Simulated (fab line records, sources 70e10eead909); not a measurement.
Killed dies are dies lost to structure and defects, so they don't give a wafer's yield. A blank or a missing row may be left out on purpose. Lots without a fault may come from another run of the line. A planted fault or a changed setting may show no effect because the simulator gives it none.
Which tool did it? | flow nand_harc | 13 lots, 39 wafers sampled, at 5 steps of a route of 1302

WHAT THE GAUGES READ, wafer by wafer
NHARC_P_M1_CD_MEAS_16. Usual: cd_nm 129.8 nm, standard deviation 0.81.
lot  | measured     | on        | cd_nm (nm)        | flag
L299 | day 6 02:24  | cd_sem-01 | 130.1 129.5 129.8 |
L301 | day 6 22:25  | cd_sem-01 | 128.5 130.3 129.0 |
L302 | day 7 15:19  | cd_sem-03 | 130.4 130.4 131.8 |
L304 | day 8 11:47  | cd_sem-02 | 129.9 129.3 128.7 |
L305 | day 8 21:19  | cd_sem-01 | 129.3 131.5 130.0 |
L306 | day 9 10:38  | cd_sem-01 | 129.2 129.8 130.0 |
L307 | day 9 16:57  | cd_sem-03 | 129.6 128.7 129.1 |
L308 | day 10 12:59 | cd_sem-02 | 128.7 128.7 128.7 |
L310 | day 10 19:53 | cd_sem-01 | 130.8 129.7 130.7 |
L309 | day 10 20:58 | cd_sem-01 | 129.5 130.2 128.6 |
L314 | day 12 09:07 | cd_sem-03 | 131.0 129.9 130.9 |
L315 | day 12 20:25 | cd_sem-03 | 130.3 130.1 130.0 |
L318 | day 14 02:10 | cd_sem-02 | 130.6 131.7 129.0 |

NHARC_P_M2_CD_MEAS_16. Usual: cd_nm 169.7 nm, standard deviation 0.88.
lot  | measured     | on        | cd_nm (nm)        | flag
L299 | day 6 06:35  | cd_sem-03 | 170.0 171.3 170.4 |
L301 | day 7 02:52  | cd_sem-02 | 170.5 169.1 169.2 |
L302 | day 7 19:31  | cd_sem-03 | 169.8 168.9 169.0 |
L304 | day 8 15:56  | cd_sem-03 | 170.5 170.0 168.0 |
L305 | day 9 01:47  | cd_sem-02 | 168.7 169.8 170.1 |
L306 | day 9 14:49  | cd_sem-01 | 170.7 169.5 169.2 |
L307 | day 9 20:59  | cd_sem-01 | 170.9 168.9 169.0 |
L308 | day 10 17:08 | cd_sem-03 | 168.2 168.7 170.0 |
L310 | day 11 01:05 | cd_sem-01 | 171.1 170.6 168.5 |
L309 | day 11 01:14 | cd_sem-02 | 169.1 169.4 169.8 |
L314 | day 12 13:27 | cd_sem-03 | 171.3 171.0 170.6 |
L315 | day 13 00:37 | cd_sem-03 | 168.8 169.2 167.5 |
L318 | day 14 06:19 | cd_sem-02 | 169.7 170.3 169.6 |

NHARC_END_SORT_01. Usual: defect_limited_yield 91 %, standard deviation 3.2; killed_at_array 53, standard deviation 21; killed_at_other 1.1, standard deviation 1.5; killed_at_periphery 3.9, standard deviation 2.7; killed_dies 58, standard deviation 21; killed_open 3.4, standard deviation 1.9; killed_short 2.3, standard deviation 1.5.
lot  | measured     | on        | defect_limited_yield (%) | killed_at_array | killed_at_other | killed_at_periphery | killed_dies | killed_open | killed_short | flag
L302 | day 25 13:38 | prober-02 | 95 97 97                 | 30 20 21        | 0 0 0           | 3 2 1               | 33 22 22    | 3 2 0       | 3 3 4        |
L306 | day 28 00:13 | prober-02 | 84 86 85                 | 99 91 98        | 0 0 1           | 11 7 4              | 110 98 103  | 6 2 2       | 2 2 5        |
L308 | day 29 15:52 | prober-01 | 97 95 97                 | 14 30 15        | 0 1 2           | 5 6 2               | 19 37 19    | 0 9 2       | 1 4 1        |
L310 | day 29 05:22 | prober-01 | 90 91 92                 | 58 50 49        | 1 0 0           | 6 9 5               | 65 59 54    | 2 2 3       | 6 3 1        |
L315 | day 30 05:48 | prober-01 | 89 90 89                 | 71 70 73        | 0 1 0           | 4 0 4               | 75 71 77    | 6 3 3       | 2 4 2        |

WHICH TOOL RAN EACH LOT (tool, then ch and the chambers of the sampled wafers, then the start)
lot  | NHARC_P_M1_PVD_20                       | NHARC_P_M2_ETCH_35
L299 | pvd_sputter-01, day 6 06:20 or earlier  | rie_diel-01 ch 0,2, day 6 06:20
L301 | pvd_sputter-01, day 7 02:39 or earlier  | rie_diel-03 ch 1,2,3, day 7 02:39
L302 | pvd_sputter-01, day 7 19:16 or earlier  | rie_diel-10 ch 1,2,3, day 7 19:16
L304 | pvd_sputter-02, day 8 15:43 or earlier  | rie_diel-01 ch 0,1,3, day 8 15:43
L305 | pvd_sputter-02, day 9 01:34 or earlier  | rie_diel-01 ch 0,1,2, day 9 01:34
L306 | pvd_sputter-03, day 9 14:35 or earlier  | rie_diel-03 ch 1,3, day 9 14:35
L307 | pvd_sputter-03, day 9 20:45 or earlier  | rie_diel-10 ch 2,3, day 9 20:45
L308 | pvd_sputter-02, day 10 16:55 or earlier | rie_diel-01 ch 0,1,3, day 10 16:55
L310 | pvd_sputter-03, day 11 00:52 or earlier | rie_diel-01 ch 0,1,3, day 11 00:52
L309 | pvd_sputter-02, day 11 01:01 or earlier | rie_diel-03 ch 1,2,3, day 11 01:01
L314 | pvd_sputter-01, day 12 13:14 or earlier | rie_diel-01 ch 1,3, day 12 13:14
L315 | pvd_sputter-03, day 13 00:22 or earlier | rie_diel-01 ch 1,3, day 13 00:22
L318 | pvd_sputter-02, day 14 06:05 or earlier | rie_diel-01 ch 0,1,3, day 14 06:05
- NHARC_P_M1_PVD_20: deposits TaN, target thk 5 nm, time 8.06 s.
- NHARC_P_M2_ETCH_35: etches the open film in N2/H2, target depth 40 nm, overetch 12 nm, time 43.94 s.

WHAT THE TOOLS THEMSELVES READ (means of the sampled wafers that have a number; where no wafer has one, the mark that the record gives instead)
NHARC_P_M1_PVD_20. Usual: throttle_valve_pct 30.2 %, standard deviation 0.71.
lot  | tool           | throttle_valve_pct (%) | flag
L299 | pvd_sputter-01 | 29.2                   |
L301 | pvd_sputter-01 | 29.6                   |
L302 | pvd_sputter-01 | 29.2                   |
L304 | pvd_sputter-02 | 30.4                   |
L305 | pvd_sputter-02 | 30.4                   |
L306 | pvd_sputter-03 | 29.7                   |
L307 | pvd_sputter-03 | 30.0                   |
L308 | pvd_sputter-02 | 30.3                   |
L310 | pvd_sputter-03 | 29.6                   |
L309 | pvd_sputter-02 | 30.5                   |
L314 | pvd_sputter-01 | 30.0                   |
L315 | pvd_sputter-03 | 30.1                   |
L318 | pvd_sputter-02 | 30.2                   |

NHARC_P_M2_ETCH_35. Usual: chamber_pressure_mTorr 29.999 mTorr, standard deviation 0.029; drypump_motor_current_A 5.6 A, standard deviation 0.47; oes_product_au 1.001 a.u., standard deviation 0.008; rf_vpp_V 431.0 V, standard deviation 2.8; run_length_s 65.2 s, standard deviation 0.53; showerhead_plenum_p_Torr 2.06 Torr, standard deviation 0.097; throttle_valve_pct 14.171 %, standard deviation 0.0095.
lot  | tool        | chamber_pressure_mTorr (mTorr) | drypump_motor_current_A (A) | oes_product_au (a.u.) | rf_vpp_V (V) | run_length_s (s) | showerhead_plenum_p_Torr (Torr) | throttle_valve_pct (%) | flag
L299 | rie_diel-01 | 29.992                         | 5.8                         | 1.003                 | 429.9        | 64.9             | 2.03                            | 14.167                 |
L301 | rie_diel-03 | 29.978                         | 5.6                         | 1.010                 | 427.9        | 65.4             | 1.98                            | 14.174                 |
L302 | rie_diel-10 | 30.009                         | 5.9                         | 0.995                 | 433.3        | 65.5             | 2.13                            | 14.171                 |
L304 | rie_diel-01 | 29.992                         | 5.3                         | 1.012                 | 431.9        | 65.0             | 2.07                            | 14.169                 |
L305 | rie_diel-01 | 30.000                         | 5.5                         | 1.009                 | 429.7        | 64.9             | 2.01                            | 14.161                 |
L306 | rie_diel-03 | 29.993                         | 5.4                         | 0.997                 | 428.6        | 65.5             | 1.99                            | 14.173                 |
L307 | rie_diel-10 | 29.982                         | 6.1                         | 0.995                 | 434.1        | 65.8             | 2.13                            | 14.165                 |
L308 | rie_diel-01 | 30.025                         | 5.3                         | 0.995                 | 431.4        | 65.1             | 2.07                            | 14.174                 |
L310 | rie_diel-01 | 29.989                         | 5.3                         | 1.002                 | 432.0        | 64.9             | 2.07                            | 14.173                 |
L309 | rie_diel-03 | 29.998                         | 5.6                         | 1.003                 | 428.5        | 65.4             | 1.97                            | 14.175                 |
L314 | rie_diel-01 | 29.986                         | 5.5                         | 0.995                 | 432.1        | 65.1             | 2.11                            | 14.172                 |
L315 | rie_diel-01 | 29.984                         | 5.6                         | 1.002                 | 429.4        | 54.7             | 2.03                            | 14.173                 | OFF
L318 | rie_diel-01 | 30.003                         | 5.3                         | 1.002                 | 430.7        | 54.4             | 2.07                            | 14.184                 | OFF

THE ANSWER, worked out from the rows above alone
Rule: a lot is off if the mean of its wafers that have a number lies more than 3 standard deviations from the usual mean. A lot without any number at a reading at which 4 lots or more have one is off too. The other lots that the step has rows for count as sound. The gauges are gone through in route order, then the tools' own readings, and for those a lot's mean is taken as printed above. The first step at which some lot is off is used, and at that step the reading that is off furthest; a lot without a number counts as furthest.
Off: L315, L318, at NHARC_P_M2_ETCH_35 (run_length_s).
A tool fits if, at that step or a process step before it, it ran every lot that is off, and no sound lot after the first of them. NHARC_P_M1_PVD_20 gives no start for some lots, so the hours and the order of its lots are those of NHARC_P_M2_ETCH_35. One fits: rie_diel-01 at NHARC_P_M2_ETCH_35. Its last sound lot is L314 (day 12 13:14), its first lot that is off L315 (day 13 00:22): a fault that began between those two fits.
The tool's own readings at NHARC_P_M2_ETCH_35 bear it out: on the lots that are off they differ by more than 5 times the standard deviation of the sound lots' means. run_length_s reads 54.5 s there against 65.2 s on the sound lots.

WHAT THE SIMULATOR HAD PUT IN
Process parameter drift: rie_diel-01, from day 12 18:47 on, at NHARC_P_M2_ETCH_35. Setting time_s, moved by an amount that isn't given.
Lots struck among those shown: L315, L318. The rule above found the same.
